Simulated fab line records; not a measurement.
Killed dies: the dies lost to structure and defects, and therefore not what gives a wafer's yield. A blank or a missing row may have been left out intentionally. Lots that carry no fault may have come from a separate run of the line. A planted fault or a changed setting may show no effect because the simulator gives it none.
Lot-split experiment ; flow n5Finfet ; on a route of 1938 steps: 7 lots, 21 wafers read

THE SPLIT
At N5_BEOL_M11_VIA_ETCH_34 (etches SiCOH lowk in C4F6/O2, target depth 184.5 nm, time 69.2 s), the setting timeS was moved away from the recipe's 69.2 s on 6 of the 21 wafers read, by -7.9% to +22.0%. All remaining wafers had this setting at the recipe value.

The reading comes from the split's own step.

THE READING
SOC_of_BEOL_M11_COAT_63.thkNm (the simulator's own value, which no gauge read), in nm, at N5_BEOL_M11_VIA_ETCH_34 (etches SiCOH lowk in C4F6/O2, target depth 184.5 nm, time 69.2 s). The file does not state a usual value for it. Here, 15 wafers ran the recipe; their average is 92.1 nm with a standard deviation of 0.36 nm.

wafer;tool, chamber at the split;timeS as run, s;against the recipe;SOC_of_BEOL_M11_COAT_63.thkNm, nm;against lot-mates on the recipe
L074.1;rieDiel-04, 0;69.2;recipe;91.8;-
L074.2;rieDiel-04, 3;69.2;recipe;91.8;-
L074.5;rieDiel-04, 3;78.58;+13.6%;90.6;-1.2
L075.1;rieDiel-02, 1;69.2;recipe;91.8;-
L075.2;rieDiel-02, 0;69.2;recipe;91.8;-
L075.3;rieDiel-02, 2;69.2;recipe;91.4;-
L077.1;rieDiel-02, 2;69.2;recipe;92;-
L077.3;rieDiel-02, 0;69.2;recipe;92.6;-
L077.5;rieDiel-02, 1;63.71;-7.9%;93;+0.7
L080.1;rieDiel-02, 3;84.45;+22.0%;90.2;-2.2
L080.2;rieDiel-02, 1;84.45;+22.0%;90.6;-1.8
L080.6;rieDiel-02, 1;69.2;recipe;92.4;-
L088.1;rieDiel-04, 3;69.2;recipe;92.2;-
L088.2;rieDiel-04, 1;69.2;recipe;92;-
L088.4;rieDiel-04, 2;69.2;recipe;91.8;-
L092.1;rieDiel-06, 3;69.2;recipe;92;-
L092.2;rieDiel-06, 2;82.78;+19.6%;90;-2.0
L092.3;rieDiel-06, 1;82.78;+19.6%;89.8;-2.2
L093.1;rieDiel-02, 1;69.2;recipe;92.4;-
L093.2;rieDiel-02, 2;69.2;recipe;92.4;-
L093.5;rieDiel-02, 2;69.2;recipe;92.8;-

FIT RESULTS
A straight line over all 21 wafers: SOC_of_BEOL_M11_COAT_63.thkNm changes by -0.0943 nm for each +1% of timeS; r = -0.92; the points scatter about the line by 0.38 nm.
The same after taking each lot's own level away (the mean of its wafers on the recipe; 21 wafers): -0.0965 nm for each +1%; r = -0.98; scatter 0.19 nm.
Per that fit: largest timeS move, reading shift of 2.1 nm.
Across the lots, their own levels run from 91.67 to 92.53 nm, a range of 2.4 times the standard deviation given above.
The two slopes agree, so the slope changes little with the lot-to-lot level.
Check: for one of the wafers moved furthest among these (+22.0%), held out of the fit, the line's prediction against its lot-mates is -2.11 nm. It came out at -2.2 nm against them.

FURTHER SPLITS ON THESE WAFERS
These wafers also went through other splits before the reading. Each is held against what the fit with the lots' levels taken away leaves over:
other split on the same wafers;wafers away from the commonest value;r with SOC_of_BEOL_M11_COAT_63.thkNm (lot level and that fit taken away)
N5_BEOL_M11_ILD_DEP_00 timeS;3;-0.14

THE WHOLE CHAIN: every reading that the file lists as answering this split, in the file's order
step;what it does;reading;change (the file's fit);r (the file's)
N5_BEOL_M11_VIA_ETCH_34;etches SiCOH lowk in C4F6/O2, target depth 184.5 nm, time 69.2 s;etch.depthNm (the simulator's own value, which no gauge read);+1.94 nm for each +1% of the setting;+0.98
N5_BEOL_M11_VIA_ETCH_34;etches SiCOH lowk in C4F6/O2, target depth 184.5 nm, time 69.2 s;SOC_of_BEOL_M11_COAT_63.thkNm (the simulator's own value, which no gauge read);-0.0958 nm for each +1% of the setting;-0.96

FILE'S OWN FIT
SOC_of_BEOL_M11_COAT_63.thkNm changes by -0.0958 nm for each +1% of timeS, r = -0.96.
